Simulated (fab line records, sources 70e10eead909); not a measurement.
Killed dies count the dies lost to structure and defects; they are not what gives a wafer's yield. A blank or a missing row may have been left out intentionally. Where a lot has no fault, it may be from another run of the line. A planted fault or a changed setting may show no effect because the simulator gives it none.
Which of the tools did it? | flow nandHarc | Sampling: 15 lots, 43 wafers, 5 of 1302 route steps

WHAT EACH GAUGE READ, for each wafer
NHARC_A_ONON_D2_THK_MEAS_11: measures by ellipsometry.
lot  | measured     | on           | thkNm (nm)
L823 | day 13 07:38 | filmMetro-01 | 996 996 995
L826 | day 14 00:50 | filmMetro-01 | 1001 1000 1000
L830 | day 15 19:16 | filmMetro-02 | 1002 1432 1002
L831 | day 16 06:36 | filmMetro-02 | 971 1399
L833 | day 16 13:58 | filmMetro-02 | 1431 1430
L835 | day 17 12:22 | filmMetro-02 | 996 994 992
L836 | day 18 14:13 | filmMetro-02 | 1009 1007 1008
L838 | day 19 02:25 | filmMetro-01 | 1013 1013 1013
L839 | day 19 13:19 | filmMetro-01 | 989 989 985
L840 | day 20 09:28 | filmMetro-02 | 1010 1012 1011
L841 | day 20 14:50 | filmMetro-01 | 1000 999 998
L842 | day 20 14:34 | filmMetro-01 | 1013 1012 1013
L843 | day 21 09:52 | filmMetro-02 | 1003 1003 1005
L845 | day 21 18:11 | filmMetro-02 | 1009 1008 1008
L844 | day 21 17:57 | filmMetro-02 | 1000 1001 1002

NHARC_END_SORT_01.
lot  | measured     | on        | killedAtArray | killedAtOther | killedAtPeriphery | killedDies | killedOpen | killedShort
L830 | day 28 02:21 | prober-01 | 34 676 22     | 1 0 1         | 6 1 1             | 41 677 24  | 4 2 2      | 0 0 2
L831 | day 28 09:23 | prober-01 | 31 670        | 2 0           | 2 7               | 35 677     | 0 1        | 0 0
L833 | day 29 03:47 | prober-02 | 673 673       | 2 2           | 2 2               | 677 677    | 6 3        | 2 0
L836 | day 30 03:25 | prober-02 | 47 66 43      | 0 0 0         | 1 4 6             | 48 70 49   | 3 5 3      | 2 5 3

EACH LOT AND THE TOOL THAT RAN IT (in order: tool; ch and the chambers of the sampled wafers; start)
lot  | NHARC_A_DECK1_JOINT_CMP_13    | NHARC_A_ONON_D2_DEP_09          | NHARC_A_ONON_D2_DEP_33
L823 | cmp-03 ch 0,1,3, day 12 05:38 | pecvdOnon-04 ch 0, day 13 07:11 | pecvd-03 ch 0,1,2, day 13 18:11
L826 | cmp-03 ch 0,3, day 12 23:40   | pecvdOnon-03 ch 0, day 14 00:25 | pecvd-02 ch 0,2, day 14 12:19
L830 | cmp-02 ch 2,3, day 14 18:25   | pecvdOnon-03 ch 0, day 15 18:49 | pecvd-01 ch 0,1,2, day 16 05:56
L831 | cmp-04 ch 1,3, day 15 03:50   | pecvdOnon-03 ch 0, day 16 06:05 | pecvd-02 ch 2, day 16 16:49
L833 | cmp-04 ch 1, day 15 13:19     | pecvdOnon-03 ch 0, day 16 13:38 | pecvd-03 ch 0,2, day 17 00:49
L835 | cmp-03 ch 1,2,3, day 16 08:27 | pecvdOnon-04 ch 0, day 17 11:52 | pecvd-03 ch 1,2, day 18 00:47
L836 | cmp-04 ch 1,3, day 17 11:03   | pecvdOnon-04 ch 0, day 18 13:46 | pecvd-02 ch 0,1,2, day 18 22:17
L838 | cmp-02 ch 0,1,2, day 17 19:21 | pecvdOnon-03 ch 0, day 19 01:54 | pecvd-01 ch 1,2, day 19 18:12
L839 | cmp-02 ch 1,2,3, day 18 07:26 | pecvdOnon-04 ch 0, day 19 12:52 | pecvd-01 ch 0,2, day 20 02:34
L840 | cmp-03 ch 0,1,2, day 19 05:07 | pecvdOnon-01 ch 0, day 20 08:56 | pecvd-02 ch 0,1,2, day 20 19:59
L841 | cmp-04 ch 0,1,2, day 19 13:46 | pecvdOnon-01 ch 0, day 20 14:20 | pecvd-02 ch 1,2, day 21 00:48
L842 | cmp-02 ch 1,3, day 19 13:46   | pecvdOnon-03 ch 0, day 20 14:06 | pecvd-03 ch 0,1,2, day 21 00:55
L843 | cmp-03 ch 0,2,3, day 20 07:29 | pecvdOnon-03 ch 0, day 21 09:25 | pecvd-03 ch 0,1, day 21 20:11
L845 | cmp-03 ch 0,1,2, day 20 14:59 | pecvdOnon-03 ch 0, day 21 17:44 | pecvd-01 ch 0,1,2, day 22 04:39
L844 | cmp-02 ch 0,2,3, day 20 15:02 | pecvdOnon-01 ch 0, day 21 17:37 | pecvd-03 ch 0,1,2, day 22 04:56
- NHARC_A_DECK1_JOINT_CMP_13: polishes, target thk 51.023 nm.
- NHARC_A_ONON_D2_DEP_09: target thk 1000 nm.
- NHARC_A_ONON_D2_DEP_33: deposits SiO2, target thk 200 nm.

WHAT THE TOOLS THEMSELVES READ (means of the sampled wafers that have a number; where no wafer has one, the mark that the record gives instead)
NHARC_A_DECK1_JOINT_CMP_13.
lot  | tool   | motorCurrentA (A) | timeToEndpointS (s)
L823 | cmp-03 | 11.8              | 8.2
L826 | cmp-03 | 10.8              | 7.5
L830 | cmp-02 | 12.1              | 6.2
L831 | cmp-04 | 11.6              | 8.2
L833 | cmp-04 | 12.1              | 9.2
L835 | cmp-03 | 12.6              | 6.4
L836 | cmp-04 | 11.0              | 8.4
L838 | cmp-02 | 12.3              | 8.1
L839 | cmp-02 | 12.3              | 5.2
L840 | cmp-03 | 12.5              | 9.9
L841 | cmp-04 | 12.2              | 7.6
L842 | cmp-02 | 12.5              | 6.1
L843 | cmp-03 | 11.9              | 11.4
L845 | cmp-03 | 12.7              | 11.7
L844 | cmp-02 | 12.2              | 11.7

NHARC_A_ONON_D2_DEP_33.
lot  | tool     | heaterPowerW (W) | rfFwdPowerW (W) | throttleValvePct (%)
L823 | pecvd-03 | 549              | 897.3           | 16.1
L826 | pecvd-02 | 462              | 895.7           | 15.1
L830 | pecvd-01 | 478              | 899.1           | 15.4
L831 | pecvd-02 | 472              | 897.5           | 15.1
L833 | pecvd-03 | 644              | 897.0           | 15.6
L835 | pecvd-03 | 455              | 897.4           | 16.6
L836 | pecvd-02 | 492              | 897.4           | 15.3
L838 | pecvd-01 | 433              | 898.1           | 15.3
L839 | pecvd-01 | 434              | 899.0           | 15.1
L840 | pecvd-02 | 523              | 897.1           | 15.6
L841 | pecvd-02 | 491              | 899.6           | 15.8
L842 | pecvd-03 | 536              | 896.4           | 16.2
L843 | pecvd-03 | 639              | 900.6           | 15.9
L845 | pecvd-01 | 430              | 898.7           | 15.4
L844 | pecvd-03 | 530              | 897.5           | 16.3

THE ANSWER, worked out from the rows above alone
Rule: usual is defined by the lots themselves. Put in order of their means at a reading, lots are off if they are a third of the lots or fewer, leave a main group of 4 or more, and stand apart from it by a gap of 3 or more times the standard deviation of the main group's means; of several such gaps the widest counts. Not used: any main group whose means are identical at the precision the tables above print for the reading. A lot without any number at a reading at which 4 lots or more have one is off too. Where the step has rows for the other lots, those lots are counted as sound. Order of review: gauges by route order, followed by the tools' own readings, for which a lot's mean as printed above is used. The first step at which some lot is off is used, and at that step the reading that is off furthest; a lot without a number counts as furthest.
Off: L830, L831, L833, at NHARC_A_ONON_D2_THK_MEAS_11 (thkNm). The main group has a mean of 1003 nm with a standard deviation of 7.7.
If a tool, at a process step before that reading, ran all the lots that are off and no sound lot after the first of them, it fits. Those tools and the gauges at NHARC_A_ONON_D2_THK_MEAS_11 are tried in the same way. Not one of the candidates tried fits.

WHAT HAD BEEN PUT IN BY THE SIMULATOR
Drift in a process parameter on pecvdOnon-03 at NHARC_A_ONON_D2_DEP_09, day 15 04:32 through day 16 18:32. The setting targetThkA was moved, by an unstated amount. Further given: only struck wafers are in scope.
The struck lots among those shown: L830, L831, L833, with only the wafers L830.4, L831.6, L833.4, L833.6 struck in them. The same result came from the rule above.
